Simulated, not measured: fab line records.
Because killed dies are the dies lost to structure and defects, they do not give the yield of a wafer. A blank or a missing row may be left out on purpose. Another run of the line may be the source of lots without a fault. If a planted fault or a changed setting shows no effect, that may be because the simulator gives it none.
Which tool did it? :: flow n5Finfet :: 23 wafers from 8 lots sampled at 6 of the route's 1938 steps

== WHAT EACH GAUGE READ, for each wafer ==
N5_BEOL_M4_RC_MEAS_101. Usual: DIBL_N 36.1 mV/V, standard deviation 2; DIBL_P 36.3 mV/V, standard deviation 2.5; IOFF_N 0.16 nA/um, standard deviation 0.037; IOFF_P 0.21 nA/um, standard deviation 0.039; ION_N 678 uA/um, standard deviation 15; ION_P 465 uA/um, standard deviation 8.7; SS_N 71.4 mV/dec, standard deviation 0.7; SS_P 73.3 mV/dec, standard deviation 0.74; VT_N 249 mV, standard deviation 3.6; VT_P -250.0 mV, standard deviation 2.9.
lot: L282
measured: day 8 10:25
on: prober-02
DIBL_N (mV/V): 38.3 35.3 35.2
DIBL_P (mV/V): 39.1 35.5 36.0
IOFF_N (nA/um): 0.24 0.16 0.16
IOFF_P (nA/um): 0.29 0.22 0.23
ION_N (uA/um): 711 670 671
ION_P (uA/um): 482 465 465
SS_N (mV/dec): 71.9 71.7 71.8
SS_P (mV/dec): 73.6 71.8 72.8
VT_N (mV): 241 249 245
VT_P (mV): -245.8 -248.4 -249.0
flag: 

lot: L284
measured: day 8 13:13
on: prober-02
DIBL_N (mV/V): 33.3 36.9 33.6
DIBL_P (mV/V): 30.4 35.9 30.2
IOFF_N (nA/um): 0.09 0.14 0.09
IOFF_P (nA/um): 0.15 0.21 0.14
ION_N (uA/um): 643 684 642
ION_P (uA/um): 452 470 443
SS_N (mV/dec): 70.6 71.0 70.6
SS_P (mV/dec): 72.3 72.7 71.8
VT_N (mV): 257 250 258
VT_P (mV): -252.8 -250.1 -255.9
flag: 

lot: L287
measured: day 9 06:28
on: prober-01
DIBL_N (mV/V): 34.8 34.5 38.4
DIBL_P (mV/V): 35.2 35.1 40.7
IOFF_N (nA/um): 0.14 0.13 0.21
IOFF_P (nA/um): 0.18 0.17 0.27
ION_N (uA/um): 687 670 687
ION_P (uA/um): 470 459 472
SS_N (mV/dec): 71.5 71.3 72.4
SS_P (mV/dec): 72.7 73.1 74.3
VT_N (mV): 251 251 244
VT_P (mV): -250.1 -251.9 -245.6
flag: 

lot: L289
measured: day 10 17:14
on: prober-02
DIBL_N (mV/V): 38.9 35.9 36.7
DIBL_P (mV/V): 40.1 37.6 38.4
IOFF_N (nA/um): 0.20 0.15 0.16
IOFF_P (nA/um): 0.21 0.18 0.19
ION_N (uA/um): 675 673 670
ION_P (uA/um): 456 453 452
SS_N (mV/dec): 72.3 71.5 72.0
SS_P (mV/dec): 73.5 72.7 72.8
VT_N (mV): 250 252 252
VT_P (mV): -253.0 -254.6 -253.3
flag: 

lot: L292
measured: day 11 15:52
on: prober-01
DIBL_N (mV/V): 34.2 35.7 39.3
DIBL_P (mV/V): 32.9 34.2 38.5
IOFF_N (nA/um): 0.12 0.14 0.20
IOFF_P (nA/um): 0.19 0.20 0.28
ION_N (uA/um): 666 675 667
ION_P (uA/um): 463 466 456
SS_N (mV/dec): 70.9 71.2 73.3
SS_P (mV/dec): 72.2 73.9 73.9
VT_N (mV): 253 252 247
VT_P (mV): -250.1 -249.2 -248.1
flag: 

lot: L293
measured: day 11 16:26
on: prober-02
DIBL_N (mV/V): 38.8 38.7
DIBL_P (mV/V): 41.2 39.1
IOFF_N (nA/um): 0.25 0.23
IOFF_P (nA/um): 0.32 0.27
ION_N (uA/um): 705 697
ION_P (uA/um): 485 474
SS_N (mV/dec): 72.3 72.0
SS_P (mV/dec): 73.9 73.4
VT_N (mV): 243 244
VT_P (mV): -243.5 -249.4
flag: 

lot: L295
measured: day 12 04:50
on: prober-01
DIBL_N (mV/V): 38.4 33.5 37.6
DIBL_P (mV/V): 37.4 33.7 38.1
IOFF_N (nA/um): 0.20 0.13 0.20
IOFF_P (nA/um): 0.24 0.19 0.26
ION_N (uA/um): 668 669 702
ION_P (uA/um): 460 463 478
SS_N (mV/dec): 72.1 70.5 71.5
SS_P (mV/dec): 74.1 73.0 74.3
VT_N (mV): 250 251 245
VT_P (mV): -247.2 -248.7 -247.0
flag: 

lot: L297
measured: day 12 19:57
on: prober-02
DIBL_N (mV/V): 32.4 35.0 32.9
DIBL_P (mV/V): 32.2 36.2 34.0
IOFF_N (nA/um): 0.11 0.15 0.13
IOFF_P (nA/um): 0.13 0.18 0.16
ION_N (uA/um): 660 670 675
ION_P (uA/um): 448 458 461
SS_N (mV/dec): 70.8 71.6 70.4
SS_P (mV/dec): 71.7 73.5 71.8
VT_N (mV): 252 250 248
VT_P (mV): -256.9 -254.3 -254.9
flag: 

== EACH LOT AND THE TOOL THAT RAN IT (in order: tool; ch and the chambers of the sampled wafers; start) ==
lot: L282
N5_BEOL_M0_SAQP_MANDREL_ETCH_103: rieSi-05 ch 1,2,3, day 6 03:47
N5_BEOL_M0_SAQP_ETCH_73: rieDiel-01 ch 0,1,2, day 6 05:53
N5_BEOL_M0_SAQP_STRIP_75: rieDiel-03 ch 0,1,3, day 6 06:45
N5_BEOL_M0_CUTY_ETCH_63: rieDiel-06 ch 0,1,3, day 6 07:35
N5_BEOL_M0_ETCH_138: rieDiel-06 ch 0,1,3, day 6 07:42

lot: L284
N5_BEOL_M0_SAQP_MANDREL_ETCH_103: rieSi-04 ch 0,1,3, day 6 07:56
N5_BEOL_M0_SAQP_ETCH_73: rieDiel-03 ch 1,2,3, day 6 10:23
N5_BEOL_M0_SAQP_STRIP_75: rieDiel-02 ch 0,3, day 6 11:14
N5_BEOL_M0_CUTY_ETCH_63: rieDiel-06 ch 0,3, day 6 11:41
N5_BEOL_M0_ETCH_138: rieDiel-06 ch 0,3, day 6 11:49

lot: L287
N5_BEOL_M0_SAQP_MANDREL_ETCH_103: rieSi-05 ch 0,2,3, day 6 23:22
N5_BEOL_M0_SAQP_ETCH_73: rieDiel-02 ch 1,2,3, day 7 01:35
N5_BEOL_M0_SAQP_STRIP_75: rieDiel-01 ch 1,2,3, day 7 02:55
N5_BEOL_M0_CUTY_ETCH_63: rieDiel-06 ch 0,1,2, day 7 03:22
N5_BEOL_M0_ETCH_138: rieDiel-06 ch 0,1,2, day 7 03:29

lot: L289
N5_BEOL_M0_SAQP_MANDREL_ETCH_103: rieSi-02 ch 0,2,3, day 7 13:47
N5_BEOL_M0_SAQP_ETCH_73: rieDiel-01 ch 1,2,3, day 7 16:45
N5_BEOL_M0_SAQP_STRIP_75: rieDiel-03 ch 0,1,2, day 7 17:46
N5_BEOL_M0_CUTY_ETCH_63: rieDiel-06 ch 0,1,3, day 7 18:20
N5_BEOL_M0_ETCH_138: rieDiel-06 ch 0,1,3, day 7 18:27

lot: L292
N5_BEOL_M0_SAQP_MANDREL_ETCH_103: rieSi-02 ch 0,1, day 8 08:32
N5_BEOL_M0_SAQP_ETCH_73: rieDiel-02 ch 0,1, day 8 10:58
N5_BEOL_M0_SAQP_STRIP_75: rieDiel-02 ch 1,3, day 8 11:59
N5_BEOL_M0_CUTY_ETCH_63: rieDiel-06 ch 1,2, day 8 12:25
N5_BEOL_M0_ETCH_138: rieDiel-06 ch 1,2, day 8 12:33

lot: L293
N5_BEOL_M0_SAQP_MANDREL_ETCH_103: rieSi-02 ch 0,2, day 8 15:13
N5_BEOL_M0_SAQP_ETCH_73: rieDiel-03 ch 1,2, day 8 17:34
N5_BEOL_M0_SAQP_STRIP_75: rieDiel-02 ch 1, day 8 18:26
N5_BEOL_M0_CUTY_ETCH_63: rieDiel-04 ch 1, day 8 19:00
N5_BEOL_M0_ETCH_138: rieDiel-04 ch 1, day 8 19:08

lot: L295
N5_BEOL_M0_SAQP_MANDREL_ETCH_103: rieSi-04 ch 0,2,3, day 9 02:00
N5_BEOL_M0_SAQP_ETCH_73: rieDiel-03 ch 0,2,3, day 9 04:06
N5_BEOL_M0_SAQP_STRIP_75: rieDiel-03 ch 1,2,3, day 9 04:58
N5_BEOL_M0_CUTY_ETCH_63: rieDiel-04 ch 1,2,3, day 9 05:38
N5_BEOL_M0_ETCH_138: rieDiel-04 ch 1,2,3, day 9 05:46

lot: L297
N5_BEOL_M0_SAQP_MANDREL_ETCH_103: rieSi-02 ch 1,2, day 9 14:30
N5_BEOL_M0_SAQP_ETCH_73: rieDiel-01 ch 0,2,3, day 9 16:37
N5_BEOL_M0_SAQP_STRIP_75: rieDiel-02 ch 0,1, day 9 17:28
N5_BEOL_M0_CUTY_ETCH_63: rieDiel-06 ch 0,2, day 9 17:55
N5_BEOL_M0_ETCH_138: rieDiel-06 ch 0,2, day 9 18:02
- N5_BEOL_M0_SAQP_MANDREL_ETCH_103: etches a-Si in HBr/Cl2, stops on SiCN, target depth 45 nm, bt time 10 s, time 27 s.
- N5_BEOL_M0_SAQP_ETCH_73: etches SiARC in CF4, target depth 19.5 nm, time 32.5 s.
- N5_BEOL_M0_SAQP_STRIP_75: strips in CF4.
- N5_BEOL_M0_CUTY_ETCH_63: etches SOC in N2/H2, target depth 82.7 nm, overetch 16.5 nm, time 124 s.
- N5_BEOL_M0_ETCH_138: etches SiCN in CH3F/O2, target depth 12 nm, time 31.6 s.

== AS READ BY THE TOOLS THEMSELVES (means over the sampled wafers that have a number; for cases with no such wafer, the mark the record gives instead) ==
N5_BEOL_M0_SAQP_MANDREL_ETCH_103. Usual: chamberPressureMTorr 9.999 mTorr, standard deviation 0.0093; drypumpMotorCurrentA 5.7 A, standard deviation 0.32; oesProductAu 0.680 a.u., standard deviation 0.013; throttleValvePct 35.55 %, standard deviation 0.24.
lot: L282
tool: rieSi-05
chamberPressureMTorr (mTorr): 10.003
drypumpMotorCurrentA (A): 5.3
oesProductAu (a.u.): 0.674
throttleValvePct (%): 35.55
flag: 

lot: L284
tool: rieSi-04
chamberPressureMTorr (mTorr): 9.998
drypumpMotorCurrentA (A): 5.8
oesProductAu (a.u.): 0.681
throttleValvePct (%): 35.54
flag: 

lot: L287
tool: rieSi-05
chamberPressureMTorr (mTorr): 10.003
drypumpMotorCurrentA (A): 5.5
oesProductAu (a.u.): 0.669
throttleValvePct (%): 35.54
flag: 

lot: L289
tool: rieSi-02
chamberPressureMTorr (mTorr): 10.004
drypumpMotorCurrentA (A): 5.8
oesProductAu (a.u.): 0.677
throttleValvePct (%): 35.50
flag: 

lot: L292
tool: rieSi-02
chamberPressureMTorr (mTorr): 9.999
drypumpMotorCurrentA (A): 5.9
oesProductAu (a.u.): 0.673
throttleValvePct (%): 35.67
flag: 

lot: L293
tool: rieSi-02
chamberPressureMTorr (mTorr): 9.997
drypumpMotorCurrentA (A): 5.8
oesProductAu (a.u.): 0.673
throttleValvePct (%): 35.53
flag: 

lot: L295
tool: rieSi-04
chamberPressureMTorr (mTorr): 10.002
drypumpMotorCurrentA (A): 5.8
oesProductAu (a.u.): 0.684
throttleValvePct (%): 35.52
flag: 

lot: L297
tool: rieSi-02
chamberPressureMTorr (mTorr): 9.996
drypumpMotorCurrentA (A): 5.7
oesProductAu (a.u.): 0.667
throttleValvePct (%): 35.62
flag: 

N5_BEOL_M0_SAQP_ETCH_73. Usual: chamberPressureMTorr 40.00 mTorr, standard deviation 0.037; drypumpMotorCurrentA 6.0 A, standard deviation 0.4; etchRfOnTimeS 32.6 s, standard deviation 1.1; oesProductAu 0.66 a.u., standard deviation 0.08; rfVppV 183.9 V, standard deviation 1.2; showerheadPlenumPTorr 2.13 Torr, standard deviation 0.065; throttleValvePct 15.64 %, standard deviation 0.26.
lot: L282
tool: rieDiel-01
chamberPressureMTorr (mTorr): 40.01
drypumpMotorCurrentA (A): 6.1
etchRfOnTimeS (s): 33.5
oesProductAu (a.u.): 0.67
rfVppV (V): 184.7
showerheadPlenumPTorr (Torr): 2.17
throttleValvePct (%): 15.71
flag: 

lot: L284
tool: rieDiel-03
chamberPressureMTorr (mTorr): 40.00
drypumpMotorCurrentA (A): 6.3
etchRfOnTimeS (s): 32.9
oesProductAu (a.u.): 0.60
rfVppV (V): 184.6
showerheadPlenumPTorr (Torr): 2.14
throttleValvePct (%): 15.70
flag: 

lot: L287
tool: rieDiel-02
chamberPressureMTorr (mTorr): 39.97
drypumpMotorCurrentA (A): 5.7
etchRfOnTimeS (s): 32.4
oesProductAu (a.u.): 0.62
rfVppV (V): 182.0
showerheadPlenumPTorr (Torr): 2.05
throttleValvePct (%): 15.85
flag: 

lot: L289
tool: rieDiel-01
chamberPressureMTorr (mTorr): 39.96
drypumpMotorCurrentA (A): 6.0
etchRfOnTimeS (s): 33.1
oesProductAu (a.u.): 0.67
rfVppV (V): 184.0
showerheadPlenumPTorr (Torr): 2.15
throttleValvePct (%): 15.72
flag: 

lot: L292
tool: rieDiel-02
chamberPressureMTorr (mTorr): 40.00
drypumpMotorCurrentA (A): 6.4
etchRfOnTimeS (s): 32.1
oesProductAu (a.u.): 0.71
rfVppV (V): 183.8
showerheadPlenumPTorr (Torr): 2.14
throttleValvePct (%): 15.50
flag: 

lot: L293
tool: rieDiel-03
chamberPressureMTorr (mTorr): 40.00
drypumpMotorCurrentA (A): 6.2
etchRfOnTimeS (s): 32.8
oesProductAu (a.u.): 0.72
rfVppV (V): 184.7
showerheadPlenumPTorr (Torr): 2.09
throttleValvePct (%): 15.46
flag: 

lot: L295
tool: rieDiel-03
chamberPressureMTorr (mTorr): 39.97
drypumpMotorCurrentA (A): 6.1
etchRfOnTimeS (s): 32.7
oesProductAu (a.u.): 0.62
rfVppV (V): 184.1
showerheadPlenumPTorr (Torr): 2.15
throttleValvePct (%): 15.63
flag: 

lot: L297
tool: rieDiel-01
chamberPressureMTorr (mTorr): 40.00
drypumpMotorCurrentA (A): 6.0
etchRfOnTimeS (s): 32.3
oesProductAu (a.u.): 0.67
rfVppV (V): 184.1
showerheadPlenumPTorr (Torr): 2.18
throttleValvePct (%): 15.65
flag: 

N5_BEOL_M0_SAQP_STRIP_75. Usual: chamberPressureMTorr 50.00 mTorr, standard deviation 0.05; drypumpMotorCurrentA 6.0 A, standard deviation 0.42; oesProductAu 0.180 a.u., standard deviation 0.02; powerW 300.0 W, standard deviation 0.91; rfVppV 271.1 V, standard deviation 1.3; showerheadPlenumPTorr 1.79 Torr, standard deviation 0.048; throttleValvePct 13.64 %, standard deviation 0.25.
lot: L282
tool: rieDiel-03
chamberPressureMTorr (mTorr): 49.94
drypumpMotorCurrentA (A): 5.8
oesProductAu (a.u.): 0.173
powerW (W): 300.0
rfVppV (V): 271.5
showerheadPlenumPTorr (Torr): 1.81
throttleValvePct (%): 13.67
flag: 

lot: L284
tool: rieDiel-02
chamberPressureMTorr (mTorr): 49.98
drypumpMotorCurrentA (A): 6.4
oesProductAu (a.u.): 0.194
powerW (W): 299.6
rfVppV (V): 271.1
showerheadPlenumPTorr (Torr): 1.81
throttleValvePct (%): 13.29
flag: 

lot: L287
tool: rieDiel-01
chamberPressureMTorr (mTorr): 50.01
drypumpMotorCurrentA (A): 6.0
oesProductAu (a.u.): 0.186
powerW (W): 300.5
rfVppV (V): 271.5
showerheadPlenumPTorr (Torr): 1.81
throttleValvePct (%): 13.69
flag: 

lot: L289
tool: rieDiel-03
chamberPressureMTorr (mTorr): 50.00
drypumpMotorCurrentA (A): 5.9
oesProductAu (a.u.): 0.193
powerW (W): 299.9
rfVppV (V): 271.6
showerheadPlenumPTorr (Torr): 1.78
throttleValvePct (%): 13.48
flag: 

lot: L292
tool: rieDiel-02
chamberPressureMTorr (mTorr): 49.97
drypumpMotorCurrentA (A): 5.8
oesProductAu (a.u.): 0.172
powerW (W): 300.5
rfVppV (V): 270.0
showerheadPlenumPTorr (Torr): 1.73
throttleValvePct (%): 13.68
flag: 

lot: L293
tool: rieDiel-02
chamberPressureMTorr (mTorr): 50.05
drypumpMotorCurrentA (A): 5.7
oesProductAu (a.u.): 0.169
powerW (W): 300.4
rfVppV (V): 269.6
showerheadPlenumPTorr (Torr): 1.73
throttleValvePct (%): 14.00
flag: 

lot: L295
tool: rieDiel-03
chamberPressureMTorr (mTorr): 50.02
drypumpMotorCurrentA (A): 6.3
oesProductAu (a.u.): 0.182
powerW (W): 300.1
rfVppV (V): 271.5
showerheadPlenumPTorr (Torr): 1.80
throttleValvePct (%): 13.59
flag: 

lot: L297
tool: rieDiel-02
chamberPressureMTorr (mTorr): 49.96
drypumpMotorCurrentA (A): 6.0
oesProductAu (a.u.): 0.178
powerW (W): 300.2
rfVppV (V): 270.0
showerheadPlenumPTorr (Torr): 1.76
throttleValvePct (%): 13.74
flag: 

N5_BEOL_M0_CUTY_ETCH_63. Usual: chamberPressureMTorr 30.001 mTorr, standard deviation 0.027; drypumpMotorCurrentA 5.8 A, standard deviation 0.43; oesProductAu 0.64 a.u., standard deviation 0.082; rfVppV 524.6 V, standard deviation 2.3; showerheadPlenumPTorr 2.56 Torr, standard deviation 0.083; throttleValvePct 17.78 %, standard deviation 0.26.
lot: L282
tool: rieDiel-06
chamberPressureMTorr (mTorr): 30.029
drypumpMotorCurrentA (A): 5.8
oesProductAu (a.u.): 0.65
rfVppV (V): 524.5
showerheadPlenumPTorr (Torr): 2.54
throttleValvePct (%): 17.64
flag: 

lot: L284
tool: rieDiel-06
chamberPressureMTorr (mTorr): 29.980
drypumpMotorCurrentA (A): 5.6
oesProductAu (a.u.): 0.71
rfVppV (V): 523.8
showerheadPlenumPTorr (Torr): 2.54
throttleValvePct (%): 17.55
flag: 

lot: L287
tool: rieDiel-06
chamberPressureMTorr (mTorr): 30.006
drypumpMotorCurrentA (A): 6.1
oesProductAu (a.u.): 0.66
rfVppV (V): 523.8
showerheadPlenumPTorr (Torr): 2.53
throttleValvePct (%): 17.63
flag: 

lot: L289
tool: rieDiel-06
chamberPressureMTorr (mTorr): 30.000
drypumpMotorCurrentA (A): 5.8
oesProductAu (a.u.): 0.63
rfVppV (V): 523.5
showerheadPlenumPTorr (Torr): 2.53
throttleValvePct (%): 17.67
flag: 

lot: L292
tool: rieDiel-06
chamberPressureMTorr (mTorr): 30.000
drypumpMotorCurrentA (A): 6.4
oesProductAu (a.u.): 0.80
rfVppV (V): 525.4
showerheadPlenumPTorr (Torr): 2.59
throttleValvePct (%): 17.34
flag: 

lot: L293
tool: rieDiel-04
chamberPressureMTorr (mTorr): 30.011
drypumpMotorCurrentA (A): 5.4
oesProductAu (a.u.): 0.58
rfVppV (V): 525.9
showerheadPlenumPTorr (Torr): 2.63
throttleValvePct (%): 18.20
flag: 

lot: L295
tool: rieDiel-04
chamberPressureMTorr (mTorr): 29.993
drypumpMotorCurrentA (A): 5.5
oesProductAu (a.u.): 0.60
rfVppV (V): 524.7
showerheadPlenumPTorr (Torr): 2.59
throttleValvePct (%): 17.98
flag: 

lot: L297
tool: rieDiel-06
chamberPressureMTorr (mTorr): 30.005
drypumpMotorCurrentA (A): 5.7
oesProductAu (a.u.): 0.62
rfVppV (V): 522.8
showerheadPlenumPTorr (Torr): 2.45
throttleValvePct (%): 17.68
flag: 

N5_BEOL_M0_ETCH_138. Usual: O2_flow_sccm 20.00 sccm, standard deviation 0.056; chamberPressureMTorr 29.999 mTorr, standard deviation 0.029; drypumpMotorCurrentA 5.7 A, standard deviation 0.43; etchRfOnTimeS 29.0 s, standard deviation 1.1; oesProductAu 0.67 a.u., standard deviation 0.09; rfVppV 297.7 V, standard deviation 1.5; showerheadPlenumPTorr 2.02 Torr, standard deviation 0.053; throttleValvePct 16.31 %, standard deviation 0.25.
lot: L282
tool: rieDiel-06
O2_flow_sccm (sccm): 19.98
chamberPressureMTorr (mTorr): 29.997
drypumpMotorCurrentA (A): 5.9
etchRfOnTimeS (s): 28.6
oesProductAu (a.u.): 0.67
rfVppV (V): 296.9
showerheadPlenumPTorr (Torr): 2.01
throttleValvePct (%): 16.25
flag: 

lot: L284
tool: rieDiel-06
O2_flow_sccm (sccm): 20.05
chamberPressureMTorr (mTorr): 29.978
drypumpMotorCurrentA (A): 5.6
etchRfOnTimeS (s): 30.2
oesProductAu (a.u.): 0.74
rfVppV (V): 297.5
showerheadPlenumPTorr (Torr): 2.00
throttleValvePct (%): 16.10
flag: 

lot: L287
tool: rieDiel-06
O2_flow_sccm (sccm): 20.01
chamberPressureMTorr (mTorr): 30.025
drypumpMotorCurrentA (A): 6.1
etchRfOnTimeS (s): 29.1
oesProductAu (a.u.): 0.68
rfVppV (V): 297.2
showerheadPlenumPTorr (Torr): 2.01
throttleValvePct (%): 16.28
flag: 

lot: L289
tool: rieDiel-06
O2_flow_sccm (sccm): 20.04
chamberPressureMTorr (mTorr): 30.006
drypumpMotorCurrentA (A): 5.8
etchRfOnTimeS (s): 29.4
oesProductAu (a.u.): 0.65
rfVppV (V): 297.3
showerheadPlenumPTorr (Torr): 2.00
throttleValvePct (%): 16.29
flag: 

lot: L292
tool: rieDiel-06
O2_flow_sccm (sccm): 20.00
chamberPressureMTorr (mTorr): 30.009
drypumpMotorCurrentA (A): 6.5
etchRfOnTimeS (s): 28.1
oesProductAu (a.u.): 0.85
rfVppV (V): 299.1
showerheadPlenumPTorr (Torr): 2.04
throttleValvePct (%): 15.92
flag: 

lot: L293
tool: rieDiel-04
O2_flow_sccm (sccm): 20.00
chamberPressureMTorr (mTorr): 30.008
drypumpMotorCurrentA (A): 5.4
etchRfOnTimeS (s): 28.9
oesProductAu (a.u.): 0.60
rfVppV (V): 298.9
showerheadPlenumPTorr (Torr): 2.04
throttleValvePct (%): 16.38
flag: 

lot: L295
tool: rieDiel-04
O2_flow_sccm (sccm): 20.05
chamberPressureMTorr (mTorr): 30.013
drypumpMotorCurrentA (A): 5.5
etchRfOnTimeS (s): 28.2
oesProductAu (a.u.): 0.64
rfVppV (V): 298.6
showerheadPlenumPTorr (Torr): 2.03
throttleValvePct (%): 16.46
flag: 

lot: L297
tool: rieDiel-06
O2_flow_sccm (sccm): 20.06
chamberPressureMTorr (mTorr): 30.000
drypumpMotorCurrentA (A): 5.7
etchRfOnTimeS (s): 30.9
oesProductAu (a.u.): 0.65
rfVppV (V): 296.3
showerheadPlenumPTorr (Torr): 1.96
throttleValvePct (%): 16.38
flag: 

== THE ANSWER, worked out from the rows above alone ==
Rule: a lot is off if the mean of its wafers that have a number lies more than 3 standard deviations from the usual mean. Also off: a lot with no number at a reading for which 4 or more lots have one. The other lots that the step has rows for count as sound. After the gauges, taken in route order, come the tools' own readings; for these a lot's mean is taken, as printed above. The first step at which some lot is off is used, and at that step the reading that is off furthest; a lot without a number counts as furthest.
Across all readings shown, no lot is off: no conclusion can be drawn from this.

== WHAT THE SIMULATOR HAD PUT IN ==
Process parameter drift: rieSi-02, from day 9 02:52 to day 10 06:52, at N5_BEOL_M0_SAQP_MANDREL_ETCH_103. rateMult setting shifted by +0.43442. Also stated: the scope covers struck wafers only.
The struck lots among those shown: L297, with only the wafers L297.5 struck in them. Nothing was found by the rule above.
